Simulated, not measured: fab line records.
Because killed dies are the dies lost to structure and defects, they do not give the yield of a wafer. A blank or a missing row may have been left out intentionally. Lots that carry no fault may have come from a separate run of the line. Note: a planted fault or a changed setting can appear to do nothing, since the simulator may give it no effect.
Split-lot experiment ; flow n5 finfet ; 7 lots, 39 wafers read, on a route of 1938 steps

== THE SPLIT ITSELF ==
At N5_BEOL_M6_HM_DEP_02 (deposits TiN, target thk 20 nm), the setting target thk a was moved away from the recipe's 200 angstrom on 18 of the 39 wafers read, by -57.0% to +58.3%. This setting was run at the recipe's value on the other wafers.

== FROM THE SPLIT TO THE READING: what the file shows between them, 4 steps ==
- N5_BEOL_M6_COAT_59: time 60 s, resist thk 100 nm
- N5_BEOL_M6_COAT_60: time 60 s, resist thk 35 nm
- N5_BEOL_M6_STRIP_68: strips in N2/H2
- N5_BEOL_M6_STRIP_67: strips in CF4

== THE READING ==
etch.depth nm (the simulator's own value, which no gauge read), in nm, at N5_BEOL_M6_HM_OPEN_17 (chemistry Cl2/BCl3, target TiN, target depth 20 nm, overetch 6 nm). There is no usual value for it anywhere in the file. Average 20.118 nm, standard deviation 0.24 nm, over the 21 wafers here run with the recipe.

wafer;tool, chamber at the split;target thk a as run, angstrom;against the recipe;etch.depth nm, nm;against lot-mates on the recipe
L074.1;pvd sputter-01, -;200;recipe;20.74;-
L074.2;pvd sputter-01, -;142.3;-28.8%;14.49;-5.877
L074.4;pvd sputter-01, -;142.3;-28.8%;14.49;-5.877
L074.3;pvd sputter-01, -;200;recipe;20.18;-
L074.6;pvd sputter-01, -;200;recipe;20.18;-
L074.5;pvd sputter-01, -;142.3;-28.8%;14.54;-5.827
L083.1;pvd sputter-01, -;200;recipe;20.05;-
L083.2;pvd sputter-01, -;137.8;-31.1%;13.8;-6.463
L083.3;pvd sputter-01, -;200;recipe;20.23;-
L083.4;pvd sputter-01, -;200;recipe;20.51;-
L083.5;pvd sputter-01, -;137.8;-31.1%;14.16;-6.103
L083.6;pvd sputter-01, -;137.8;-31.1%;14.11;-6.153
L082.1;pvd sputter-03, -;200;recipe;19.82;-
L082.2;pvd sputter-03, -;200;recipe;20.12;-
L082.3;pvd sputter-03, -;96.68;-51.7%;9.859;-10.174
L082.4;pvd sputter-03, -;96.68;-51.7%;9.508;-10.525
L082.5;pvd sputter-03, -;96.68;-51.7%;10.09;-9.943
L082.6;pvd sputter-03, -;200;recipe;20.16;-
L085.1;pvd sputter-01, -;200;recipe;20.13;-
L085.3;pvd sputter-01, -;200;recipe;19.97;-
L085.6;pvd sputter-01, -;200;recipe;20.08;-
L089.1;pvd sputter-01, -;128.3;-35.8%;13.3;-6.930
L089.2;pvd sputter-01, -;128.3;-35.8%;13.18;-7.050
L089.3;pvd sputter-01, -;200;recipe;20.16;-
L089.4;pvd sputter-01, -;128.3;-35.8%;13.09;-7.140
L089.5;pvd sputter-01, -;200;recipe;20.24;-
L089.6;pvd sputter-01, -;200;recipe;20.29;-
L093.1;pvd sputter-02, -;86;-57.0%;8.376;-11.381
L093.2;pvd sputter-02, -;86;-57.0%;8.36;-11.397
L093.3;pvd sputter-02, -;200;recipe;19.81;-
L093.4;pvd sputter-02, -;86;-57.0%;8.144;-11.613
L093.5;pvd sputter-02, -;200;recipe;19.87;-
L093.6;pvd sputter-02, -;200;recipe;19.59;-
L094.1;pvd sputter-02, -;316.6;+58.3%;24.9;+4.783
L094.2;pvd sputter-02, -;316.6;+58.3%;26.24;+6.123
L094.3;pvd sputter-02, -;200;recipe;20.04;-
L094.4;pvd sputter-02, -;200;recipe;20.22;-
L094.5;pvd sputter-02, -;200;recipe;20.09;-
L094.6;pvd sputter-02, -;316.6;+58.3%;26.52;+6.403

FIT RESULTS
A straight line over all 39 wafers: etch.depth nm changes by +0.163 nm for each +1% of target thk a; r = +0.97; the points scatter about the line by 1.2 nm.
The same after taking each lot's own level away (the mean of its wafers on the recipe; 39 wafers): +0.162 nm for each +1%; r = +0.97; scatter 1.2 nm.
According to that fit, moving target thk a by its largest amount changes the reading by 9.4 nm.
Measured against the standard deviation above, the lots' own levels, which go from 19.7567 to 20.3667 nm, span 2.6 times it.
Consequently the slope shifts little with the lot-to-lot level, the two slopes agreeing.
Check: with one of the wafers moved furthest among these (+58.3%) left out of the fit, the line predicts +9.35 nm for it against its lot-mates. It came out at +4.78 nm against them.

== OTHER SPLITS APPLIED TO THESE WAFERS ==
Note: prior to the reading, these wafers also went through further splits. Each is held against what the fit with the lots' levels taken away leaves over:
other split on the same wafers;wafers away from the commonest value;r with etch.depth nm (lot level and that fit taken away)
N5_FIN_SAQP_HM_DEP_72 time s;15;+0.26
N5_SPACER0_ALD_08 target thk a;9;-0.18
N5_HKMG_FIN_CVD_62 time s;15;-0.27
N5_BEOL_M1_ALD_84 ald cycles;18;-0.08
N5_BEOL_M4_ILD_DEP_00 target thk a;18;-0.04

== THE WHOLE CHAIN: every reading that the file lists as answering this split, in the file's order ==
step;what it does;reading;change (the file's fit);r (the file's)
N5_BEOL_M6_HM_DEP_02;deposits TiN, target thk 20 nm;TiN_of_BEOL_M6_HM_DEP_02.thk nm (the simulator's own value, which no gauge read);+0.201 nm for each +1% of the setting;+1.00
N5_BEOL_M6_HM_OPEN_17;chemistry Cl2/BCl3, target TiN, target depth 20 nm, overetch 6 nm;etch.depth nm (the simulator's own value, which no gauge read);+0.172 nm for each +1% of the setting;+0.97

== THE FILE'S OWN FIT ==
etch.depth nm changes by +0.172 nm for each +1% of target thk a, r = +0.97.
